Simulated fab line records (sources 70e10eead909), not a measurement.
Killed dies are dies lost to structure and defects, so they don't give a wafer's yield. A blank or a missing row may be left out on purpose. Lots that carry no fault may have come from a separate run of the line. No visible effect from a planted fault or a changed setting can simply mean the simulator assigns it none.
Matching of chambers + flow nand_harc + NHARC_P_M2_PRE_CLEAN_32 on pecvd-04 has 3 sister chambers
The step time 12 s. 6 wafers are shown with their chamber, then 8 later ones without.

WAFERS WITH THEIR CHAMBER
| wafer  | chamber | heater_power_outer_w (W) | heater_power_w (W) |
|--------|---------|--------------------------|--------------------|
| L082.2 | 2       | 316                      | 579                |
| L082.5 | 2       | 320                      | 571                |
| L091.1 | 1       | 289                      | 522                |
| L091.3 | 0       | 352                      | 570                |
| L091.6 | 1       | 278                      | 521                |
| L093.1 | 0       | 349                      | 572                |

WAFERS WITH NO CHAMBER GIVEN
| wafer  | heater_power_outer_w (W) | heater_power_w (W) |
|--------|--------------------------|--------------------|
| L093.4 | 394                      | 684                |
| L093.6 | 265                      | 492                |
| L095.1 | 295                      | 529                |
| L095.4 | 297                      | 537                |
| L095.5 | 391                      | 679                |
| L096.2 | 329                      | 603                |
| L096.3 | 343                      | 544                |
| L096.5 | 293                      | 533                |

WHICH CHAMBER EACH WENT THROUGH
| wafer  | from the rows above     | in truth |
|--------|-------------------------|----------|
| L093.4 | can't be placed: 0 or 2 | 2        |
| L093.6 | 1                       | 1        |
| L095.1 | 1                       | 1        |
| L095.4 | 1                       | 1        |
| L095.5 | can't be placed: 0 or 2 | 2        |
| L096.2 | can't be placed: 2 or 0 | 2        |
| L096.3 | 0                       | 0        |
| L096.5 | 1                       | 1        |
Correct placement for 5 of the 8. These rows do not allow placing 3 (true chamber among the candidates in 3). Wrongly placed: 0.
How it was worked out, from the rows above alone: a wafer's distance from a chamber is the root of the sum, over the readings, of the square of ((its reading less the chamber's mean) divided by the reading's scatter). The wafer belongs to the nearest chamber; if the next one is less than 2 further off, it can't be placed. The mean given for a chamber averages the wafers shown for that chamber. The scatter is the square root of a quotient: the sum, over the shown wafers, of each reading's squared deviation from its chamber's mean, divided by wafers minus chambers.
